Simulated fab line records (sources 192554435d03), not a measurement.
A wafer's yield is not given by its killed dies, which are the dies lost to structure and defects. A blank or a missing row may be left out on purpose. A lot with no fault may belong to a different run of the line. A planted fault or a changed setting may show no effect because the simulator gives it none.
fab line records	flow n5Finfet
[record] lots = 7	wafers = 20	lastDay = 18
route steps=1938 shown BEOL_M4@1106 BEOL_M5@1112 PASSIVATION@1936
lots that met no fault: from a run of the same line without faults
startH: start of the lot's first displayed wafer, in hours after the record's first day	waitH: time in hours since the lot's previous step	" unchanged from the row above	L1.1+2: a single row standing in for several wafers	- either no value or no given start	* or withheld: withheld	< > ~ a bound
route shown NAME@n: names a module that has steps shown in the file, with the first one's number in the route	usual: mean and standard deviation over wafers with no fault	same: alike in all rows	chamber/n: place in a boat	sites: per-site readings	_std_site: standard deviation across them	_edge_site: the outer-site mean with the inner-site mean subtracted	radiusMm: how far each site lies from the wafer's centre	mask NAME#n: copy n	behind: tool/chamber where the wafer was last shaped	hold: reason for holding the lot/hours on hold/outcome of the hold	device: transistor that didn't switch, given as n, p or np	end of line: tests of these same wafers at the route's end	a step without rows: its recipe alone	killed: not the wafer's yield, but the dies lost to structure and defects at the first sort	map: per-die view of a wafer (x killed, . not killed, _ where there is no die)
set.NAME: the setting as run; set.NAME@STEP: as run at that earlier step	model.NAME: the simulator's own value behind a step, which no gauge read
lots at some steps of the route; a table a step, a row a wafer
services: from which hour (startH, from the record's first day; less than 0 if before it) a tool's chamber was out of use, for how many hours, and why
[[steps]]
[step N5_BEOL_M4_CO_CAP_55]
[recipe] material = Co	targetThkA = 20	tempC = 200	precursor = CCTBA/H2	pressureTorr = 30	timeS = 102.1
[usual] heaterPowerW = 240/22
lot.wafer	tool	chamber	startH	waitH	heaterPowerW
L873.1	cvdCo-02	1	182.32	0.0	238
L873.4	"	0	"	"	252
L873.5	"	1	"	"	236
L874.2	cvdCo-01	0	189.23	0.0	210
L874.4	"	1	"	"	228
L874.5	"	0	"	"	208
L881.2	cvdCo-02	2	243.06	0.0	275
L881.5	"	0	"	"	250
L882.2	cvdCo-01	1	243.16	0.0	233
L882.3	"	0	"	"	208
L882.6	"	2	"	"	230
L883.1	cvdCo-02	2	247.21	0.0	279
L883.3	"	1	"	"	238
L883.4	"	2	"	"	280
L884.1	cvdCo-02	2	252.38	0.0	280
L884.2	"	0	"	"	259
L884.5	"	1	"	"	247
L893.1	cvdCo-02	2	334.81	0.0	278
L893.3	"	1	"	"	245
L893.5	"	2	"	"	281
[step N5_BEOL_M4_PRE_CLEAN_56]
[recipe] gas = NH3	timeS = 15	tempC = withheld	rfPowerW = 300
[step N5_BEOL_M4_DEP_57]
[recipe] material = SiCN	targetThkA = 80	tempC = withheld	precursor = 3MS/NH3	pressureTorr = 3	rfW = 202	timeS = 14
[usual] showerheadPlenumPTorr = 3.666/0.011	throttleValvePct = 8.9/0.45
lot.wafer	tool	chamber	startH	waitH	showerheadPlenumPTorr	throttleValvePct
L873.1	pecvd-02	1	182.44	0.0	3.670	8.6
L873.4	"	2	"	"	3.645	8.6
L873.5	"	1	"	"	3.660	9.0
L874.2	pecvd-01	2	189.34	0.0	3.677	9.1
L874.4	"	0	"	"	3.682	8.4
L874.5	"	2	"	"	3.667	8.8
L881.2	pecvd-01	2	243.18	0.0	3.671	9.0
L881.5	"	2	"	"	3.668	8.8
L882.2	pecvd-03	1	243.28	0.0	3.646	9.6
L882.3	"	2	"	"	3.662	8.4
L882.6	"	1	"	"	3.654	9.7
L883.1	pecvd-02	0	247.33	0.0	3.653	9.1
L883.3	"	2	"	"	3.647	8.7
L883.4	"	1	"	"	3.660	9.0
L884.1	pecvd-01	2	252.50	0.0	3.676	8.9
L884.2	"	0	"	"	3.679	8.4
L884.5	"	0	"	"	3.681	8.4
L893.1	pecvd-02	2	334.92	0.0	3.639	8.8
L893.3	"	0	"	"	3.653	9.3
L893.5	"	2	"	"	3.665	8.8
[step N5_BEOL_M4_RS_MEAS_58]
[recipe] thkMeasGauge = four-point-probe	reads = Co_of_BEOL_M4_CO_CAP_55+Cu_of_BEOL_M4_ECD_50+Co_of_BEOL_M4_CVD_47+TaN_of_BEOL_M4_ALD_84
[usual] M4_RS = 0.67/0.031
lot.wafer	tool	chamber	startH	waitH	M4_RS[ohm/sq]
L873.1	filmMetro-02	-	182.50	0.0	0.70
L873.4	"	-	"	"	0.69
L873.5	"	-	"	"	0.70
L874.2	filmMetro-02	-	189.42	0.1	0.68
L874.4	"	-	"	"	0.68
L874.5	"	-	"	"	0.71
L881.2	filmMetro-02	-	243.24	0.1	0.65
L881.5	"	-	"	"	0.64
L882.2	filmMetro-02	-	243.36	0.1	0.65
L882.3	"	-	"	"	0.62
L882.6	"	-	"	"	0.60
L883.1	filmMetro-02	-	247.39	0.0	0.66
L883.3	"	-	"	"	0.63
L883.4	"	-	"	"	0.66
L884.1	filmMetro-01	-	252.57	0.0	0.72
L884.2	"	-	"	"	0.69
L884.5	"	-	"	"	0.64
L893.1	filmMetro-02	-	334.99	0.0	0.65
L893.3	"	-	"	"	0.59
L893.5	"	-	"	"	0.66
[step N5_BEOL_M4_INSPECT_59]
[recipe] inspectInstrument = darkfield	mode = postDep
[usual] rawDefectCount = 75/20
lot.wafer	tool	chamber	startH	waitH	rawDefectCount
L873.1	defectInspect-02	-	182.53	0.0	78
L873.4	"	-	"	"	77
L873.5	"	-	"	"	61
L874.2	defectInspect-02	-	189.45	0.0	75
L874.4	"	-	"	"	73
L874.5	"	-	"	"	62
L881.2	defectInspect-01	-	243.27	0.0	86
L881.5	"	-	"	"	50
L882.2	defectInspect-02	-	243.38	0.0	83
L882.3	"	-	"	"	81
L882.6	"	-	"	"	41
L883.1	defectInspect-01	-	247.42	0.0	69
L883.3	"	-	"	"	78
L883.4	"	-	"	"	75
L884.1	defectInspect-01	-	252.59	0.0	67
L884.2	"	-	"	"	49
L884.5	"	-	"	"	67
L893.1	defectInspect-02	-	335.02	0.0	26
L893.3	"	-	"	"	63
L893.5	"	-	"	"	55
[step N5_BEOL_M4_RC_MEAS_101]
[usual] DIBL_N = 36.5/1.8	DIBL_P = 36.5/2.1	IOFF_N = 0.17/0.031	IOFF_P = 0.22/0.036	ION_N = 677/11	ION_P = 463/8	SS_N = 71.6/0.61	SS_P = 73.3/0.63	VT_N = 249/3.1	VT_P = -250/3.3
lot.wafer	tool	chamber	startH	waitH	DIBL_N[mV/V]	DIBL_P[mV/V]	IOFF_N[nA/um]	IOFF_P[nA/um]	ION_N[uA/um]	ION_P[uA/um]	SS_N[mV/dec]	SS_P[mV/dec]	VT_N[mV]	VT_P[mV]
L873.1	prober-02	0	182.56	0.0	39.1	39.7	0.20	0.22	688	466	71.6	74.0	247	-250
L873.4	"	0	"	"	38.0	38.9	0.18	0.21	693	463	72.3	74.4	246	-253
L873.5	"	0	"	"	40.0	40.0	0.21	0.24	696	470	71.4	74.2	241	-251
L874.2	prober-01	0	189.63	0.2	33.7	32.9	0.11	0.16	671	462	70.7	72.9	255	-256
L874.4	"	0	"	"	37.3	36.3	0.16	0.20	679	460	71.9	73.5	249	-250
L874.5	"	0	"	"	35.8	35.9	0.14	0.19	685	463	71.2	73.6	252	-251
L881.2	prober-02	0	243.45	0.2	39.4	39.3	0.24	0.26	686	463	72.3	74.0	243	-245
L881.5	"	0	"	"	37.8	37.6	0.21	0.23	685	462	71.8	73.6	246	-249
L882.2	prober-01	0	243.56	0.2	34.8	32.6	0.13	0.19	643	445	71.8	71.8	253	-253
L882.3	"	0	"	"	37.3	36.7	0.19	0.25	686	467	72.4	73.6	246	-248
L882.6	"	0	"	"	36.0	34.3	0.15	0.21	669	458	71.9	73.1	251	-251
L883.1	prober-02	0	247.44	0.0	38.2	39.1	0.18	0.22	683	463	71.7	74.0	247	-251
L883.3	"	0	"	"	36.5	37.7	0.17	0.20	686	466	71.3	72.8	247	-253
L883.4	"	0	"	"	37.4	38.5	0.19	0.22	699	468	71.8	74.9	246	-252
L884.1	prober-01	0	252.62	0.0	36.0	36.4	0.15	0.22	666	460	71.2	73.4	252	-247
L884.2	"	0	"	"	36.3	36.3	0.17	0.22	682	470	72.2	73.4	247	-248
L884.5	"	0	"	"	35.3	34.5	0.14	0.19	659	458	71.3	72.6	250	-250
L893.1	prober-01	0	335.04	0.0	37.1	36.0	0.16	0.22	670	465	72.0	72.9	251	-249
L893.3	"	0	"	"	36.2	33.9	0.13	0.18	651	451	72.0	72.9	257	-254
L893.5	"	0	"	"	37.2	35.9	0.16	0.22	662	454	71.3	73.5	252	-250
[step N5_BEOL_M5_ILD_DEP_00]
[recipe] material = SiCOH_lowk	targetThkA = 1406.4	tempC = 300	precursor = DEMS/porogen	pressureTorr = 5	rfW = 500	timeS = 25.9
[step N5_BEOL_M5_CURE_79]
[recipe] tempC = 385	timeS = 240	ambient = He/Ar	material = SiCOH_lowk
[usual] lampPowerPct = 52.31/0.051	wafer_temp_C_max = 386.8/0.53
lot.wafer	tool	chamber	startH	waitH	lampPowerPct	wafer_temp_C_max
L873.1	uvCure-01	1	183.60	0.1	52.35	387.5
L873.4	"	1	"	"	52.27	387.2
L873.5	"	1	"	"	52.28	387.8
L874.2	uvCure-03	2	190.59	0.1	52.32	386.4
L874.4	"	2	"	"	52.41	386.7
L874.5	"	2	"	"	52.37	386.9
L881.2	uvCure-02	0	244.40	0.1	52.29	386.5
L881.5	"	0	"	"	52.40	386.5
L882.2	uvCure-01	0	244.52	0.1	52.28	385.8
L882.3	"	0	"	"	52.31	386.4
L882.6	"	0	"	"	52.31	386.2
L883.1	uvCure-02	2	248.47	0.0	52.33	387.2
L883.3	"	2	"	"	52.34	387.5
L883.4	"	2	"	"	52.42	387.2
L884.1	uvCure-02	2	253.64	0.0	52.30	386.7
L884.2	"	2	"	"	52.28	386.3
L884.5	"	2	"	"	52.26	386.5
L893.1	uvCure-02	1	336.07	0.0	52.33	386.8
L893.3	"	1	"	"	52.33	387.4
L893.5	"	1	"	"	52.34	386.6
[step N5_BEOL_M5_THK_MEAS_01]
[recipe] reads = SiCOH_lowk_of_BEOL_M5_ILD_DEP_00
[usual] M5_ILD_THK = 120.7/1.6
lot.wafer	tool	chamber	startH	waitH	M5_ILD_THK[nm]
L873.1	filmMetro-02	-	184.11	0.4	118.9
L873.4	"	-	"	"	121.7
L873.5	"	-	"	"	122.8
L874.2	filmMetro-02	-	191.02	0.4	121.7
L874.4	"	-	"	"	121.7
L874.5	"	-	"	"	124.1
L881.2	filmMetro-01	-	244.83	0.4	119.0
L881.5	"	-	"	"	119.2
L882.2	filmMetro-02	-	244.95	0.4	119.4
L882.3	"	-	"	"	118.6
L882.6	"	-	"	"	121.8
L883.1	filmMetro-01	-	248.98	0.4	121.2
L883.3	"	-	"	"	119.8
L883.4	"	-	"	"	120.5
L884.1	filmMetro-01	-	254.15	0.4	117.6
L884.2	"	-	"	"	119.8
L884.5	"	-	"	"	122.6
L893.1	filmMetro-01	-	336.59	0.4	120.1
L893.3	"	-	"	"	121.6
L893.5	"	-	"	"	123.6
[step N5_BEOL_M5_PECVD_70]
[recipe] material = SiO2	targetThkA = 160	tempC = 400	precursor = TEOS/O2	pressureTorr = 5.5	rfW = 450	teosFlowSccm = 53.8	gas = O2	flowSccm = 3000	timeS = 18
[usual] heaterPowerW = 693/77	showerheadPlenumPTorr = 8.80/0.048	throttleValvePct = 22.4/1.2
lot.wafer	tool	chamber	startH	waitH	heaterPowerW	showerheadPlenumPTorr	throttleValvePct
L873.1	pecvd-04	0	184.15	0.0	731	8.88	23.1
L873.4	"	1	"	"	702	8.80	22.5
L873.5	"	0	"	"	713	8.87	22.8
L874.2	pecvd-04	2	191.06	0.0	615	8.75	23.5
L874.4	"	1	"	"	615	8.83	22.5
L874.5	"	2	"	"	593	8.72	23.4
L881.2	pecvd-03	1	244.87	0.0	585	8.73	23.8
L881.5	"	0	"	"	705	8.80	23.7
L882.2	pecvd-01	0	244.99	0.0	686	8.86	20.4
L882.3	"	1	"	"	696	8.83	22.3
L882.6	"	2	"	"	862	8.80	22.2
L883.1	pecvd-01	2	249.02	0.0	756	8.79	22.0
L883.3	"	1	"	"	604	8.83	22.5
L883.4	"	2	"	"	748	8.81	22.0
L884.1	pecvd-03	2	254.19	0.0	741	8.77	20.8
L884.2	"	1	"	"	595	8.74	23.9
L884.5	"	0	"	"	738	8.82	23.8
L893.1	pecvd-01	0	336.64	0.0	774	8.84	20.6
L893.3	"	1	"	"	699	8.84	22.3
L893.5	"	2	"	"	777	8.81	22.1
[step N5_BEOL_M5_HM_DEP_02]
[recipe] material = TiN	targetThkA = 200	tempC = 25	chamberPressurePa = 0.49996
[usual] throttleValvePct = 30.2/1
lot.wafer	tool	chamber	startH	waitH	throttleValvePct
L873.1	pvdSputter-03	-	184.52	0.4	29.4
L873.4	"	-	"	"	30.3
L873.5	"	-	"	"	32.6
L874.2	pvdSputter-02	-	192.99	1.9	31.5
L874.4	"	-	"	"	29.6
L874.5	"	-	"	"	31.2
L881.2	pvdSputter-02	-	246.43	1.5	30.5
L881.5	"	-	"	"	31.4
L882.2	pvdSputter-02	-	246.63	1.6	29.7
L882.3	"	-	"	"	30.2
L882.6	"	-	"	"	29.6
L883.1	pvdSputter-03	-	249.37	0.3	30.5
L883.3	"	-	"	"	32.5
L883.4	"	-	"	"	30.1
L884.1	pvdSputter-03	-	254.62	0.4	29.9
L884.2	"	-	"	"	30.2
L884.5	"	-	"	"	30.0
L893.1	pvdSputter-02	-	336.78	0.1	31.0
L893.3	"	-	"	"	31.0
L893.5	"	-	"	"	30.6
[step N5_BEOL_M5_COAT_59]
[recipe] resist = SOC	tempC = 250	timeS = 60	spinRpm = 1500	resistThkNm = 60
[step N5_BEOL_M5_COAT_60]
[recipe] resist = SiARC	tempC = 220	timeS = 60	spinRpm = 1500	resistThkNm = 12
[usual] dispensePressureKPa = 47.4/2.9	heaterPowerTotalW = 427.6/2.2	runLengthS = 66.08/0.11
lot.wafer	tool	chamber	startH	waitH	dispensePressureKPa	heaterPowerTotalW	runLengthS
L873.1	lithoTrack-02	0	184.65	-	50.2	428.2	66.01
L873.4	"	0	"	"	50.2	428.6	66.09
L873.5	"	0	"	"	50.2	427.1	66.04
L874.2	lithoTrack-01	0	193.12	-	43.8	428.8	66.03
L874.4	"	0	"	"	43.8	424.5	66.28
L874.5	"	0	"	"	43.9	426.1	65.97
L881.2	lithoTrack-02	0	246.55	-	50.2	461.2	59.41
L881.5	"	0	"	"	50.3	424.7	65.98
L882.2	lithoTrack-02	0	246.75	-	50.2	455.3	59.42
L882.3	"	0	"	"	50.2	430.2	66.11
L882.6	"	0	"	"	50.2	424.4	66.25
L883.1	lithoTrack-02	0	249.50	-	50.2	424.7	66.16
L883.3	"	0	"	"	50.2	426.3	66.01
L883.4	"	0	"	"	50.2	459.8	59.37
L884.1	lithoTrack-01	0	254.74	-	43.8	425.5	66.02
L884.2	"	0	"	"	43.9	428.9	65.92
L884.5	"	0	"	"	43.8	429.0	65.92
L893.1	lithoTrack-01	0	336.91	-	43.8	424.7	65.97
L893.3	"	0	"	"	43.8	430.0	66.14
L893.5	"	0	"	"	43.8	430.8	66.01
[step N5_BEOL_M5_COAT_71]
[recipe] resist = underlayer	tempC = 205	timeS = 60	spinRpm = 1500	resistThkNm = 5
[step N5_PASSIVATION_PROBE_49]
[usual] defectLimitedYield = 91.4/1.5	killed_at_M0_to_M3 = 35/11	killed_at_M4_up = 16/7	killedAtContacts = 11/5.3	killedAtFrontEnd = 37/11	killedAtOther = 3.1/2.8	killedDies = 102/18	killedOpen = 69/15	killedShort = 31/7.8	sort_bin_5_function = 5.1/1.1	sort_bin_6_memory = 3.2/0.69	sort_bin_8_speed = 0.00/0.016	sortNPass = 1078/18	sortYieldPct = 91.4/1.5
[same] grossDies = 1180	killedAtBackSide = 0	sort_bin_4_leakage[%] = 0
lot.wafer	tool	chamber	startH	waitH	defectLimitedYield[%]	killed_at_M0_to_M3	killed_at_M4_up	killedAtContacts	killedAtFrontEnd	killedAtOther	killedDies	killedOpen	killedShort	sort_bin_5_function[%]	sort_bin_6_memory[%]	sort_bin_8_speed[%]	sortNPass	sortYieldPct[%]
L873.1	prober-01	-	295.56	0.0	89.2	44	19	14	49	1	127	83	40	6.8	3.3	0	1053	89.2
L873.4	prober-01	-	295.71	0.2	90.0	28	7	11	70	2	118	73	45	6.1	3.5	0	1062	90.0
L873.5	prober-01	-	295.76	0.2	90.0	27	24	16	48	3	118	88	28	5.8	4.0	0	1062	90.0
L874.2	prober-01	-	301.08	0.1	87.6	54	35	25	29	3	146	117	29	6.9	5.3	0	1034	87.6
L874.4	prober-01	-	301.18	0.2	88.2	55	20	21	38	5	139	100	39	6.8	4.7	0	1041	88.2
L874.5	prober-01	-	301.23	0.2	87.5	79	31	17	21	0	148	102	45	8.3	3.7	0	1032	87.5
L881.2	prober-02	-	346.04	0.1	92.9	28	17	18	21	0	84	53	31	4.1	2.7	0	1096	92.9
L881.5	prober-02	-	346.19	0.2	93.9	30	9	8	24	1	72	42	27	4.0	1.7	0	1108	93.9
L883.1	prober-02	-	350.79	0.0	90.0	55	24	5	31	3	118	90	28	5.9	3.7	0	1062	90.0
L883.3	prober-02	-	350.89	0.1	90.3	45	22	14	30	3	114	82	30	5.6	3.9	0	1066	90.3
L883.4	prober-02	-	350.94	0.2	91.5	36	26	13	22	3	100	67	33	4.7	3.6	0	1080	91.5
L882.2	prober-02	-	352.69	0.1	91.0	42	11	13	37	3	106	84	22	5.5	3.4	0.17	1072	90.8
L882.3	prober-02	-	352.74	0.1	89.2	51	9	11	54	2	127	100	27	6.3	4.4	0	1053	89.2
L882.6	prober-02	-	352.89	0.3	89.8	45	17	9	47	2	120	79	34	6.4	3.5	0	1060	89.8
L884.1	prober-01	-	356.60	0.0	90.5	35	18	6	51	2	112	81	29	4.9	4.0	0.08	1068	90.5
L884.2	prober-01	-	356.65	0.1	89.1	45	14	2	59	9	129	83	46	7.7	3.0	0	1051	89.1
L884.5	prober-01	-	356.80	0.2	90.8	31	13	9	50	5	108	72	35	5.3	3.6	0	1072	90.8
L893.1	prober-01	-	438.99	0.0	93.4	41	2	7	19	9	78	41	35	3.5	2.6	0	1102	93.4
L893.3	prober-01	-	439.09	0.1	93.6	30	10	7	28	1	76	51	25	3.6	2.5	0	1104	93.6
L893.5	prober-01	-	439.19	0.2	92.7	41	4	6	34	1	86	55	29	4.7	2.3	0	1094	92.7
// killed by level:class
L873.1 BEOL_M0_SAQP:geometricParticle:short=14 MOL_CONTACT_COAG:geometricParticle:open=11 BEOL_M0_SAQP:geometricParticle:open=11 BEOL_M4:geometricParticle:open=11 BEOL_M3:geometricParticle:open=10 DUMMY_GATE:geometricParticle:open=10 FIN_SAQP:geometricParticle:open=6 FIN_SAQP:geometricParticle:short=6
L873.4 STI_FIN_REVEAL:geometricParticle:open=18 FIN_SAQP:geometricParticle:short=12 FIN_SAQP:geometricParticle:open=11 MOL_CONTACT_COAG:geometricParticle:open=10 BEOL_M0_SAQP:geometricParticle:open=7 BEOL_M0_SAQP:geometricParticle:short=7 BEOL_M3:geometricParticle:open=6 DUMMY_GATE:geometricParticle:open=6
L873.5 MOL_CONTACT_COAG:geometricParticle:open=16 BEOL_M4:geometricParticle:open=12 FIN_SAQP:geometricParticle:open=11 DUMMY_GATE:geometricParticle:open=8 BEOL_M0_SAQP:geometricParticle:short=7 STI_FIN_REVEAL:geometricParticle:open=6 BEOL_M0_SAQP:geometricParticle:open=6 BEOL_M2:geometricParticle:open=6
L874.2 MOL_CONTACT_COAG:geometricParticle:open=22 BEOL_M4:geometricParticle:open=22 BEOL_M0_SAQP:geometricParticle:open=14 BEOL_M2:geometricParticle:open=12 BEOL_M3:geometricParticle:open=11 BEOL_M0_SAQP:geometricParticle:short=10 FIN_SAQP:geometricParticle:open=8 STI_FIN_REVEAL:geometricParticle:open=8
L874.4 MOL_CONTACT_COAG:geometricParticle:open=19 BEOL_M3:geometricParticle:open=17 BEOL_M0_SAQP:geometricParticle:open=11 STI_FIN_REVEAL:geometricParticle:open=11 BEOL_M0_SAQP:geometricParticle:short=11 BEOL_M4:geometricParticle:open=8 FIN_SAQP:geometricParticle:short=7 BEOL_M1:geometricParticle:open=6
L874.5 BEOL_M4:geometricParticle:open=21 BEOL_M3:geometricParticle:open=20 BEOL_M0_SAQP:geometricParticle:short=19 MOL_CONTACT_COAG:geometricParticle:open=14 BEOL_M2:geometricParticle:open=11 BEOL_M0_SAQP:geometricParticle:open=10 BEOL_M1:geometricParticle:open=9 BEOL_M3:geometricParticle:short=6
L881.2 MOL_CONTACT_COAG:geometricParticle:open=13 BEOL_M4:geometricParticle:open=8 BEOL_M0_SAQP:geometricParticle:short=7 BEOL_M0_SAQP:geometricParticle:open=6 MOL_CONTACT_COAG:geometricParticle:short=5 BEOL_M2:geometricParticle:open=5 STARTING-WAFER:geometricParticle:open=4 GATE_CUT:geometricParticle:open=3
L881.5 BEOL_M2:geometricParticle:open=12 BEOL_M0_SAQP:geometricParticle:short=7 MOL_CONTACT_COAG:geometricParticle:open=6 DUMMY_GATE:geometricParticle:open=5 BEOL_M0_SAQP:geometricParticle:open=4 GATE_CUT:geometricParticle:short=3 BEOL_M3:geometricParticle:short=3 BEOL_M4:geometricParticle:open=3
L883.1 BEOL_M1:geometricParticle:open=21 BEOL_M4:geometricParticle:open=16 BEOL_M3:geometricParticle:open=14 STI_FIN_REVEAL:geometricParticle:open=8 BEOL_M0_SAQP:geometricParticle:short=6 FIN_SAQP:geometricParticle:short=5 BEOL_M0_SAQP:geometricParticle:open=5 DUMMY_GATE:geometricParticle:open=4
L883.3 BEOL_M4:geometricParticle:open=13 BEOL_M2:geometricParticle:open=11 MOL_CONTACT_COAG:geometricParticle:open=10 FIN_SAQP:geometricParticle:open=9 BEOL_M0_SAQP:geometricParticle:short=8 BEOL_M1:geometricParticle:open=8 BEOL_M3:geometricParticle:open=7 BEOL_M0_SAQP:geometricParticle:open=5
L883.4 BEOL_M4:geometricParticle:open=13 MOL_CONTACT_COAG:geometricParticle:open=11 FIN_SAQP:geometricParticle:short=7 BEOL_M1:geometricParticle:open=7 BEOL_M3:geometricParticle:open=7 BEOL_M0_SAQP:geometricParticle:short=6 BEOL_M0_SAQP:geometricParticle:open=5 BEOL_M5:geometricParticle:open=5
L882.2 MOL_CONTACT_COAG:geometricParticle:open=13 BEOL_M2:geometricParticle:open=12 STI_FIN_REVEAL:geometricParticle:open=11 BEOL_M1:geometricParticle:open=10 BEOL_M3:geometricParticle:open=6 FIN_SAQP:geometricParticle:short=5 BEOL_M0_SAQP:geometricParticle:open=5 FIN_SAQP:geometricParticle:open=4
L882.3 BEOL_M3:geometricParticle:open=21 STI_FIN_REVEAL:geometricParticle:open=12 BEOL_M0_SAQP:geometricParticle:open=10 MOL_CONTACT_COAG:geometricParticle:open=10 DUMMY_GATE:geometricParticle:open=9 FIN_SAQP:geometricParticle:short=8 BEOL_M2:geometricParticle:open=7 BEOL_M0_SAQP:geometricParticle:short=6
L882.6 STI_FIN_REVEAL:geometricParticle:open=17 BEOL_M3:geometricParticle:open=13 BEOL_M2:geometricParticle:open=11 MOL_CONTACT_COAG:geometricParticle:open=7 BEOL_M0_SAQP:geometricParticle:short=7 BEOL_M4:geometricParticle:open=6 STI_FIN_REVEAL:geometricParticle:short=5 ILD0:geometricParticle:open=5
L884.1 FIN_SAQP:geometricParticle:open=14 FIN_SAQP:geometricParticle:short=12 BEOL_M3:geometricParticle:open=9 BEOL_M1:geometricParticle:open=9 BEOL_M2:geometricParticle:open=8 BEOL_M4:geometricParticle:open=8 STI_FIN_REVEAL:geometricParticle:open=6 GATE_CUT:geometricParticle:open=5
L884.2 FIN_SAQP:geometricParticle:open=18 FIN_SAQP:geometricParticle:short=14 BEOL_M0_SAQP:geometricParticle:short=11 BEOL_M0_SAQP:geometricParticle:open=11 STI_FIN_REVEAL:geometricParticle:open=7 DUMMY_GATE:geometricParticle:open=5 BEOL_M2:geometricParticle:open=5 BEOL_M3:geometricParticle:open=5
L884.5 FIN_SAQP:geometricParticle:open=16 FIN_SAQP:geometricParticle:short=11 BEOL_M2:geometricParticle:open=8 BEOL_M1:geometricParticle:open=7 MOL_CONTACT_COAG:geometricParticle:open=6 BEOL_M0_SAQP:geometricParticle:short=6 GATE_CUT:geometricParticle:open=5 BEOL_M4:geometricParticle:open=5
L893.1 BEOL_M0_SAQP:geometricParticle:short=9 BEOL_M2:geometricParticle:open=9 BEOL_M0_SAQP:geometricParticle:open=7 MOL_CONTACT_COAG:geometricParticle:open=6 BEOL_M1:geometricParticle:short=4 MIM_TOP_ETCH:geometricParticle:open=4 BEOL_M3:geometricParticle:open=4 FIN_SAQP:geometricParticle:short=3
L893.3 FIN_SAQP:geometricParticle:short=10 BEOL_M2:geometricParticle:open=8 BEOL_M3:geometricParticle:open=7 BEOL_M0_SAQP:geometricParticle:short=6 MOL_CONTACT_COAG:geometricParticle:open=5 BEOL_M1:geometricParticle:open=5 ILD0:geometricParticle:open=4 STI_FIN_REVEAL:geometricParticle:open=3
L893.5 BEOL_M0_SAQP:geometricParticle:short=11 BEOL_M0_SAQP:geometricParticle:open=9 FIN_SAQP:geometricParticle:open=8 BEOL_M3:geometricParticle:open=8 BEOL_M2:geometricParticle:open=8 FIN_SAQP:geometricParticle:short=7 DUMMY_GATE:geometricParticle:open=5 STI_FIN_REVEAL:geometricParticle:open=4
[[services]]
tool	chamber	startH	hours	kind
pecvd-01	1	160.64	3.2	repair
cvdCo-02	-	164.31	3.8	pm
pecvd-01	2	166.23	2.9	repair
cvdCo-01	2	168.85	11.0	repair
uvCure-02	-	173.27	7.5	pm
uvCure-02	-	201.66	0.3	repair
pecvd-02	2	202.45	4.4	repair
cvdCo-01	-	204.15	2.1	repair
cvdCo-02	-	206.61	6.0	pm
pecvd-04	0	208.94	1.9	repair
pecvd-02	2	210.16	5.3	repair
pecvd-04	1	216.87	14.9	repair
pecvd-01	-	218.27	14.1	repair
pecvd-04	-	222.72	0.5	repair
cvdCo-01	-	223.42	8.5	repair
pecvd-03	1	236.93	4.2	repair
uvCure-02	-	237.23	1.8	repair
pecvd-01	-	249.84	0.6	repair
pecvd-01	-	269.73	1.0	repair
pecvd-04	-	270.16	2.9	repair
pecvd-04	2	282.31	4.7	repair
uvCure-02	-	305.07	1.0	pm
pvdSputter-03	-	313.96	11.4	repair
uvCure-02	-	331.64	1.4	repair
[[key]]
[firstSign] step = N5_BEOL_M5_COAT_60	reading = runLengthS	direction = down	sigmas = 59	usual = *	struck = *
[effect] step = N5_BEOL_M5_COAT_60	reading = heaterPowerTotalW	direction = up	sigmas = 14	usual = *	struck = *
metAt N5_BEOL_M5_COAT_60
struckWafers L881.2,L882.2,L883.4
onsetBetween 184.65 246.55
[fault] kind = processParameterDrift	tool = lithoTrack-02	chamber = -	onsetH = 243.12	steps = N5_BEOL_M5_COAT_60	channel = timeS	offset = *	shape = step	endH = 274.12	scope = struckWafersOnly	actsIn = *	stated = *
